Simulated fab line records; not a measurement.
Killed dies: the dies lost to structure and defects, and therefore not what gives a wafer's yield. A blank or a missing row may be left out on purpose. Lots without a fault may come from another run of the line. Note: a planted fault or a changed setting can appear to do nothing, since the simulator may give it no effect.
Split-lot trial -- flow n5-finfet -- 21 wafers read across 7 lots, on a route 1938 steps long

== SPLIT DETAILS ==
At N5_DUMMY_GATE_EXPOSE_12 (exposes mask GATE, target cd 25 nm), the setting dose-mj was moved away from the recipe's 34 on 10 of the 21 wafers read, by -5.9% to +6.1%. The other wafers ran this setting at the recipe's value.

== FROM THE SPLIT TO THE READING: what the file shows between them, 6 steps ==
- N5_DUMMY_GATE_PEB_13: peb time 60 s
- N5_DUMMY_GATE_DEVELOP_14: develop time 30 s
- N5_DUMMY_GATE_STRIP_38: strips in N2/H2
- N5_DUMMY_GATE_STRIP_39: strips in N2/H2
- N5_DUMMY_GATE_TRIM_49: chemistry O2, time 29 s, target cd 14 nm
- N5_DUMMY_GATE_STRIP_40: strips in CF4

== THE READING ==
cd-nm (nm) at N5_DUMMY_GATE_CD_MEAS_50, where the cd target is 14 nm. Typical for fault-free wafers on this fab line: 13.98 nm, with standard deviation 0.26 nm.

wafer,"tool, chamber at the split",dose-mj as run,against the recipe,"cd-nm, nm",against lot-mates on the recipe
L075.2,"euv-scanner-01, 0",34,recipe,13.95,-
L075.3,"euv-scanner-01, 0",34,recipe,14.06,-
L075.4,"euv-scanner-01, 0",34,recipe,14.00,-
L081.3,"euv-scanner-01, 0",31.98,-5.9%,15.17,+1.28
L081.5,"euv-scanner-01, 0",34,recipe,13.81,-
L081.6,"euv-scanner-01, 0",34,recipe,13.97,-
L083.3,"euv-scanner-01, 0",32.1,-5.6%,15.08,no lot-mate on the recipe
L083.5,"euv-scanner-01, 0",32.1,-5.6%,15.19,no lot-mate on the recipe
L083.6,"euv-scanner-01, 0",32.1,-5.6%,15.22,no lot-mate on the recipe
L085.4,"euv-scanner-01, 0",34,recipe,14.01,-
L085.5,"euv-scanner-01, 0",32.35,-4.9%,14.96,+0.95
L085.6,"euv-scanner-01, 0",32.35,-4.9%,14.83,+0.82
L089.1,"euv-scanner-01, 0",34,recipe,14.21,-
L089.3,"euv-scanner-01, 0",36.06,+6.1%,13.01,-1.20
L089.6,"euv-scanner-01, 0",36.06,+6.1%,13.25,-0.96
L094.1,"euv-scanner-01, 0",34,recipe,13.91,-
L094.3,"euv-scanner-01, 0",32.8,-3.5%,14.42,+0.51
L094.6,"euv-scanner-01, 0",32.8,-3.5%,14.87,+0.96
L096.1,"euv-scanner-01, 0",34,recipe,14.50,-
L096.4,"euv-scanner-01, 0",34,recipe,14.06,-
L096.5,"euv-scanner-01, 0",34,recipe,13.92,-

FIT RESULTS
A straight line over all 21 wafers: cd-nm changes by -0.175 nm for each +1% of dose-mj; r = -0.96; the points scatter about the line by 0.17 nm.
The same after taking each lot's own level away (the mean of its wafers on the recipe; 18 wafers): -0.19 nm for each +1%; r = -0.97; scatter 0.15 nm.
Per that fit: largest dose-mj move, reading shift of 1.1 nm.
From 13.890 to 14.210 nm: that is the span of the lots' own levels, equal to 1.2 times the standard deviation above.
So the lot-to-lot level changes the slope little: the two slopes agree.
Check: with one of the wafers moved furthest among these (+6.1%) left out of the fit, the line predicts -1.1 nm for it against its lot-mates. Against them it came out at -1.2 nm.

== THE OTHER SPLITS THESE WAFERS WENT THROUGH ==
These wafers also went through other splits before the reading. Each is held against what the fit with the lots' levels taken away leaves over:
other split on the same wafers,wafers away from the commonest value,r with cd-nm (lot level and that fit taken away)
N5_FIN_SAQP_COAT_10 spin-rpm,7,+0.18
N5_FIN_SAQP_ETCH_64 bias-w,5,-0.04
N5_FIN_SAQP_FIN_ETCH_36 icp-w,9,-0.07

== THE WHOLE CHAIN: every reading that the file lists as answering this split, in the file's order ==
step,what it does,reading,change (the file's fit),r (the file's)
N5_DUMMY_GATE_TRIM_49,"chemistry O2, time 29 s, target cd 14 nm","DUMMY_GATE.cd-nm (the simulator's own value, which no gauge read)",-0.188 nm for each +1% of the setting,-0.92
N5_DUMMY_GATE_CD_MEAS_50,target cd 14 nm,cd-nm,-0.195 nm for each +1% of the setting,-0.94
N5_DUMMY_GATE_ETCH_44,"etches poly-Si in HBr/O2, stops on SiO2, target depth 127.5 nm","DUMMY_GATE.cd-nm (the simulator's own value, which no gauge read)",-0.177 nm for each +1% of the setting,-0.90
N5_DUMMY_GATE_ETCH_42,"etches SiO2 in CHF3/O2, target depth 3.5 nm, time 31 s","DUMMY_GATE.cd-nm (the simulator's own value, which no gauge read)",-0.165 nm for each +1% of the setting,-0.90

== FILE'S OWN FIT ==
cd-nm changes by -0.195 nm for each +1% of dose-mj, r = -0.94.
